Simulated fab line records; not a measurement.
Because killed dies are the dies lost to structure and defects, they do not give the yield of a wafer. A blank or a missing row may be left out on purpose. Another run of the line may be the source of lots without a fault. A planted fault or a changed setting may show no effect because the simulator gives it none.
Struck lot and sound lot, side by side + flow n5_finfet + 27 out of 1938 route steps
Sound: the wafers L489.1, L489.3, L489.5. Wafers L481.2, L481.3 were the ones struck. Last of all comes the cause.
At each step with rows: each side's tool, then ch and its chambers, then its first start. Under that, the readings that differ: sound wafers + struck wafers + difference of the means + sigmas: that difference in standard deviations of wafers without a fault.
alike: readings whose means differ by less than 2 such deviations, and words and numbers that are the same on both sides. not compared: withheld readings, readings that some wafer has no value for, bounds like >300 that may hide the same value, and numbers for which the record gives no deviation and whose values overlap.
Wherever a step has rows on one side only, a row that says differs or no value, or a row with sigmas, the two part there. Numbers that don't overlap but have no deviation are shown without sigmas and don't part them. Lack of a reading on every wafer of one side parts them only where that side has two or more wafers.

first, 9 steps without rows for these wafers: N5_DUMMY_GATE_COAT_34 (time 60 s, resist thk 60 nm); N5_DUMMY_GATE_COAT_35 (time 60 s, resist thk 10 nm); N5_DUMMY_GATE_COAT_28 (time 60 s, resist thk 10 nm); N5_DUMMY_GATE_COAT_09 (resist thk 30 nm); N5_DUMMY_GATE_EBR_11; N5_DUMMY_GATE_SOFTBAKE_10 (time 60 s); N5_DUMMY_GATE_EXPOSE_12 (exposes mask GATE, target cd 25 nm); N5_DUMMY_GATE_PEB_13 (peb time 60 s); N5_DUMMY_GATE_DEVELOP_14 (develop time 30 s).
N5_DUMMY_GATE_DESCUM_20: chemistry O2, time 6.2 s.
  sound on rie_diel-01 ch 0,1,2, day 7 09:19; struck on rie_diel-02 ch 1,2, day 5 12:30
| reading                                         | sound          | struck    | difference | sigmas |
|-------------------------------------------------|----------------|-----------|------------|--------|
| model.CAR-EUV_of_DUMMY_GATE_COAT_09.thk_nm (nm) | 26.6 26.6 26.6 | 25.6 25.6 | -1.0       |        |
  alike: drypump_motor_current_A, oes_product_au, rf_vpp_V, showerhead_plenum_p_Torr, throttle_valve_pct
  not compared: rf_hours_counter_h
then, 1 step without rows for these wafers: N5_DUMMY_GATE_ETCH_29 (etches underlayer in N2/H2, target depth 13 nm).
N5_DUMMY_GATE_ETCH_36: etches SiARC in CF4, target depth 13 nm.
  sound on rie_diel-01 ch 0,1,2, day 7 09:25; struck on rie_diel-02 ch 1,2, day 5 12:36
| reading                                         | sound          | struck    | difference | sigmas |
|-------------------------------------------------|----------------|-----------|------------|--------|
| model.CAR-EUV_of_DUMMY_GATE_COAT_09.thk_nm (nm) | 11.2 11.6 11.6 | 10.6 10.4 | -1.0       |        |
  alike: drypump_motor_current_A, oes_product_au, rf_vpp_V, showerhead_plenum_p_Torr, throttle_valve_pct
  not compared: rf_hours_counter_h
then, 11 steps without rows for these wafers: N5_DUMMY_GATE_ETCH_37 (etches SOC in N2/H2, target depth 60 nm, overetch 30 nm); N5_DUMMY_GATE_STRIP_38 (strips in N2/H2); N5_DUMMY_GATE_STRIP_39 (strips in N2/H2); N5_DUMMY_GATE_TRIM_49 (chemistry O2, time 29 s, target cd 14 nm); N5_DUMMY_GATE_STRIP_40 (strips in CF4); N5_DUMMY_GATE_ETCH_31 (etches SiO2 in C4F6/O2, target depth 82.5 nm, time 27.5 s); N5_DUMMY_GATE_STRIP_41 (strips in O2); N5_DUMMY_GATE_HM_OPEN_21 (chemistry CH3F/O2, target SiNx, target depth 120 nm, time 171.4 s); N5_DUMMY_GATE_ETCH_32 (etches SiO2 in CF4, target depth 3.5 nm, time 3.9 s); N5_DUMMY_GATE_ETCH_23 (etches poly-Si in HBr/Cl2/O2, target depth 41 nm, time 22.3 s); N5_DUMMY_GATE_ETCH_44 (etches poly-Si in HBr/O2, stops on SiO2, target depth 127.5 nm).
N5_DUMMY_GATE_ETCH_42: etches SiO2 in CHF3/O2, target depth 3.5 nm, time 31 s.
  sound on rie_diel-02 ch 0,2, day 7 10:28; struck on rie_diel-06 ch 2,3, day 5 13:29
  alike: drypump_motor_current_A, oes_f_703_au, oes_product_au, rf_vpp_V, showerhead_plenum_p_Torr, throttle_valve_pct
  not compared: rf_hours_counter_h, model.DUMMY_GATE.cd_nm
then, 1 step without rows for these wafers: N5_DUMMY_GATE_STRIP_48 (strips in N2/H2, time 20 s).
-- the record jumps here: 5 days lie between the struck wafers' starts before and after (it left off in module DUMMY_GATE and takes up again in module BEOL_M4, whose first step shown is number 1111 of the route) --
N5_BEOL_M4_RC_MEAS_101:
  sound on prober-01 ch 0, day 12 16:28; struck on prober-02 ch 0, day 10 17:31
| reading       | sound          | struck    | difference | sigmas |
|---------------|----------------|-----------|------------|--------|
| DIBL_P (mV/V) | 39.5 38.7 38.7 | 34.8 36.0 | -3.6       | -2     |
  alike: DIBL_N, IOFF_N, IOFF_P, ION_N, ION_P, SS_N, SS_P, VT_N, VT_P
following that, these wafers have no rows for 1 step: N5_PASSIVATION_PROBE_49.

## WHERE THEY PART
At N5_BEOL_M4_RC_MEAS_101 and nowhere else, as far as this record goes.

WHY: what the simulator had put in
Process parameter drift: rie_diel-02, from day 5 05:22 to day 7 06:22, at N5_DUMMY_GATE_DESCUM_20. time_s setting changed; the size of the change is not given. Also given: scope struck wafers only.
